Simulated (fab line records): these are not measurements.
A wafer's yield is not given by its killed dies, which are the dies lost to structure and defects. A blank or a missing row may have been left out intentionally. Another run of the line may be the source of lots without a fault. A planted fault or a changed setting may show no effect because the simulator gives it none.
fab line records    flow nand-harc    part 2 of 2: steps 26 to 35 of 35
record: lots: 5  wafers: 15  last-day: 30
route steps=1302 shown A_STAIRCASE@866 A_SGD_CUT@890
lots that met no fault: taken from a fault-free run of the same line
start-h: start of the lot's first displayed wafer, in hours after the record's first day    wait-h: hours elapsed since this lot's preceding step    " unchanged from the row above    L1.1+2: a row that stands for several wafers    - value missing, or start not given    * or withheld: withheld    < > ~ a bound
route shown NAME@n: names a module that has steps shown in the file, with the first one's number in the route    usual: mean and standard deviation over wafers with no fault    same: alike in all rows    chamber/n: place in a boat    sites: each site's reading    _std_site: their standard deviation    _edge_site: the outer-site mean with the inner-site mean subtracted    radius-mm: for every site, how far away it sits from the centre of the wafer    mask NAME#n: copy n    behind: the most recent tool/chamber to have shaped the wafer    hold: why the lot went on hold/how many hours it stayed there/how the hold came to an end    device: the n, p or np transistor that did not switch    end of line: the tests these same wafers got at the end of their route    step lacking rows: just its recipe    killed: dies lost to structure and defects at the first sort, not the wafer's yield    map: shows each die of a wafer: x if killed, . if not, _ if none is there
set.NAME: the run value of the setting; set.NAME@STEP: its run value at that earlier step    model.NAME: the simulator's own value behind a step, which no gauge read
lots at some steps of the route; a table a step, a row a wafer
services: a tool's chamber out of use, with start hour (start-h, from the record's first day; less than 0 if before it), hours out, and reason
== steps ==
step: NHARC_A_SGD_CUT_COAT_03
recipe: spin-rpm: 1500  resist-thk-nm: 90
lot.wafer   tool            chamber  start-h  wait-h
L078.1+2+5  litho-track-04  0        -        -
L080.2+4+5  litho-track-06  0        -        -
L083.2+4+6  litho-track-04  0        -        -
L084.1+2+3  litho-track-04  0        -        -
L090.2+3+6  litho-track-06  0        -        -
step: NHARC_A_SGD_CUT_SOFTBAKE_04
recipe: temp-c: 105  time-s: 55
usual: heater-power-total-W: 188.44/0.13
same: time-s: 55
lot.wafer  tool            chamber  start-h  wait-h  heater-power-total-W
L078.1     litho-track-04  0        -        -       188.38
L078.2     "               0        "        "       188.23
L078.5     "               0        "        "       188.37
L080.2     litho-track-06  0        -        -       188.24
L080.4     "               0        "        "       188.40
L080.5     "               0        "        "       188.53
L083.2     litho-track-04  0        -        -       188.51
L083.4     "               0        "        "       188.53
L083.6     "               0        "        "       188.28
L084.1     litho-track-04  0        -        -       188.37
L084.2     "               0        "        "       188.43
L084.3     "               0        "        "       188.47
L090.2     litho-track-06  0        -        -       188.41
L090.3     "               0        "        "       188.38
L090.6     "               0        "        "       188.44
step: NHARC_A_SGD_CUT_EBR_05
lot.wafer   tool            chamber  start-h  wait-h
L078.1+2+5  litho-track-04  0        -        -
L080.2+4+5  litho-track-06  0        -        -
L083.2+4+6  litho-track-04  0        -        -
L084.1+2+3  litho-track-04  0        -        -
L090.2+3+6  litho-track-06  0        -        -
step: NHARC_A_SGD_CUT_EXPOSE_06
recipe: na: 1.35  dose-mj: 85.59  mask-id: SGD
usual: focus-offset-nm: 0.0/0.56  stage-vel-mm-s: 499.96/0.22
lot.wafer  tool             chamber  start-h  wait-h  mask   focus-offset-nm  stage-vel-mm-s
L078.1     arfi-scanner-02  0        475.91   -       SGD#0  -0.3             499.74
L078.2     "                0        "        "       SGD#0  0.0              499.93
L078.5     "                0        "        "       SGD#0  0.0              499.73
L080.2     arfi-scanner-03  0        512.04   -       SGD#0  0.7              500.13
L080.4     "                0        "        "       SGD#0  -0.3             500.01
L080.5     "                0        "        "       SGD#0  -0.2             499.78
L083.2     arfi-scanner-01  0        515.45   -       SGD#0  0.1              499.99
L083.4     "                0        "        "       SGD#0  0.0              499.89
L083.6     "                0        "        "       SGD#0  -0.2             499.92
L084.1     arfi-scanner-03  0        553.10   -       SGD#0  0.3              500.14
L084.2     "                0        "        "       SGD#0  0.5              500.08
L084.3     "                0        "        "       SGD#0  -0.2             500.20
L090.2     arfi-scanner-03  0        596.47   -       SGD#0  0.2              499.98
L090.3     "                0        "        "       SGD#0  0.1              499.77
L090.6     "                0        "        "       SGD#0  0.9              500.46
step: NHARC_A_SGD_CUT_PEB_07
recipe: peb-temp-c: 100  peb-time-s: 65
usual: heater-power-total-W: 156.7/0.43
lot.wafer  tool            chamber  start-h  wait-h  heater-power-total-W
L078.1     litho-track-04  0        475.97   0.1     156.3
L078.2     "               0        "        "       156.6
L078.5     "               0        "        "       157.2
L080.2     litho-track-01  0        512.10   0.1     157.1
L080.4     "               0        "        "       156.3
L080.5     "               0        "        "       157.1
L083.2     litho-track-04  0        515.51   0.1     156.4
L083.4     "               0        "        "       156.4
L083.6     "               0        "        "       156.1
L084.1     litho-track-06  0        553.16   0.1     156.2
L084.2     "               0        "        "       156.9
L084.3     "               0        "        "       156.2
L090.2     litho-track-01  0        596.53   0.1     156.9
L090.3     "               0        "        "       157.0
L090.6     "               0        "        "       157.1
step: NHARC_A_SGD_CUT_DEVELOP_08
recipe: develop-time-s: 35  dev-temp-c: 23
lot.wafer   tool            chamber  start-h  wait-h
L078.1+2+5  litho-track-04  0        -        -
L080.2+4+5  litho-track-01  0        -        -
L083.2+4+6  litho-track-04  0        -        -
L084.1+2+3  litho-track-06  0        -        -
L090.2+3+6  litho-track-01  0        -        -
step: NHARC_A_SGD_CUT_CD_MEAS_09
recipe: target-cd-nm: 100  landing-energy-ev: 500
usual: cd-nm: 100.2/0.52
same: landing-energy-ev: 500
lot.wafer  tool       chamber  start-h  wait-h  cd-nm
L078.1     cd-sem-02  0        476.05   -       100.5
L078.2     "          0        "        "       100.4
L078.5     "          0        "        "       100.5
L080.2     cd-sem-02  0        512.18   -       99.2
L080.4     "          0        "        "       99.5
L080.5     "          0        "        "       100.2
L083.2     cd-sem-03  0        515.59   -       99.8
L083.4     "          0        "        "       100.9
L083.6     "          0        "        "       100.6
L084.1     cd-sem-03  0        553.24   -       101.2
L084.2     "          0        "        "       101.1
L084.3     "          0        "        "       101.2
L090.2     cd-sem-03  0        596.61   -       100.4
L090.3     "          0        "        "       100.5
L090.6     "          0        "        "       100.7
step: NHARC_A_SGD_CUT_OVL_MEAS_10
usual: overlay-x-nm: -0.2/0.8  overlay-y-nm: -0.2/0.66
lot.wafer  tool        chamber  start-h  wait-h  overlay-x-nm  overlay-y-nm
L078.1     overlay-02  -        476.13   -       1.3           0.9
L078.2     "           -        "        "       1.1           0.0
L078.5     "           -        "        "       1.4           0.9
L080.2     overlay-02  -        512.26   -       0.5           0.0
L080.4     "           -        "        "       0.1           -0.2
L080.5     "           -        "        "       0.3           0.0
L083.2     overlay-02  -        515.67   -       -0.2          0.2
L083.4     "           -        "        "       -0.2          0.4
L083.6     "           -        "        "       0.6           -0.1
L084.1     overlay-02  -        553.33   -       -0.6          -0.1
L084.2     "           -        "        "       -0.5          -0.6
L084.3     "           -        "        "       -0.4          -0.3
L090.2     overlay-02  -        596.70   -       -0.4          -0.3
L090.3     "           -        "        "       0.3           -0.2
L090.6     "           -        "        "       0.2           -0.5
step: NHARC_A_SGD_CUT_INSPECT_11
usual: raw-defect-count: 53/23
lot.wafer  tool               chamber  start-h  wait-h  raw-defect-count
L078.1     defect-inspect-02  -        476.17   0.0     71
L078.2     "                  -        "        "       67
L078.5     "                  -        "        "       65
L080.2     defect-inspect-02  -        512.30   0.0     67
L080.4     "                  -        "        "       59
L080.5     "                  -        "        "       46
L083.2     defect-inspect-02  -        515.71   0.0     68
L083.4     "                  -        "        "       51
L083.6     "                  -        "        "       50
L084.1     defect-inspect-02  -        553.36   0.0     18
L084.2     "                  -        "        "       17
L084.3     "                  -        "        "       21
L090.2     defect-inspect-01  -        596.74   0.0     57
L090.3     "                  -        "        "       61
L090.6     "                  -        "        "       54
step: NHARC_A_SGD_CUT_DESCUM_14
recipe: time-s: 3  o2-flow-sccm: 200  ar-flow-sccm: 0  bias-power-w: 0  chemistry: O2
usual: drypump-motor-current-A: 5.7/0.34  oes-product-au: 1.003/0.01  rf-vpp-V: 57.9/1  showerhead-plenum-p-Torr: 1.91/0.093  throttle-valve-pct: 11.312/0.0097
same: time-s: 3
lot.wafer  tool         chamber  start-h  wait-h  drypump-motor-current-A  oes-product-au  rf-hours-counter-h  rf-vpp-V  showerhead-plenum-p-Torr  throttle-valve-pct
L078.1     rie-diel-01  1        476.25   0.1     5.6                      0.990           7                   59.7      1.93                      11.304
L078.2     "            2        "        "       6.4                      1.005           7                   57.9      1.95                      11.311
L078.5     "            0        "        "       5.2                      0.996           -                   57.0      2.00                      11.298
L080.4     rie-diel-12  3        512.38   0.1     5.7                      1.001           3                   58.2      2.02                      11.296
L080.2     "            0        "        "       5.8                      1.011           4                   57.2      1.83                      11.332
L080.5     "            1        "        "       5.3                      0.999           -                   59.2      2.04                      11.299
L083.4     rie-diel-01  0        515.79   0.1     5.2                      1.011           11                  58.2      2.00                      11.313
L083.2     "            1        "        "       5.6                      0.987           10                  59.5      1.93                      11.303
L083.6     "            3        "        "       5.6                      0.996           -                   56.4      1.98                      11.307
L084.2     rie-diel-12  1        553.42   0.1     5.4                      0.999           6                   59.1      2.04                      11.332
L084.3     "            2        "        "       5.4                      1.022           4                   58.6      1.79                      11.310
L084.1     "            0        "        "       5.9                      1.026           6                   58.4      1.83                      11.306
L090.2     rie-diel-13  0        596.80   0.1     6.0                      1.015           5                   56.6      1.78                      11.323
L090.3     "            1        "        "       6.0                      1.010           4                   59.3      1.96                      11.316
L090.6     "            3        "        "       5.9                      1.014           -                   58.0      1.88                      11.335
== services ==
tool            chamber  start-h  hours  kind
litho-track-03  -        450.00   7.0    pm
pecvd-04        -        450.57   13.0   pm
rie-diel-03     -        458.30   9.0    pm
cmp-03          -        465.03   4.0    pm
rie-diel-07     -        471.20   9.0    pm
cmp-04          -        474.41   1.3    repair
rie-diel-03     1        477.21   2.8    repair
cmp-04          -        490.18   0.3    repair
rie-diel-03     0        492.39   3.5    repair
rie-diel-07     0        497.96   6.9    repair
cmp-04          -        503.88   4.0    pm
litho-track-01  -        505.00   7.0    pm
wet-bench-07    -        512.00   8.0    pm
cmp-02          -        527.37   4.0    pm
wet-bench-09    -        528.80   8.0    pm
litho-track-06  -        529.00   7.0    pm
rie-diel-03     -        537.05   0.6    repair
litho-track-04  -        553.00   7.0    pm
rie-diel-07     2        560.00   1.7    repair
cmp-04          -        568.16   3.7    repair
rie-diel-03     0        568.97   94.2   repair
cmp-04          -        587.82   0.7    repair
pecvd-02        -        589.00   13.0   pm
wet-bench-02    -        596.00   8.0    pm
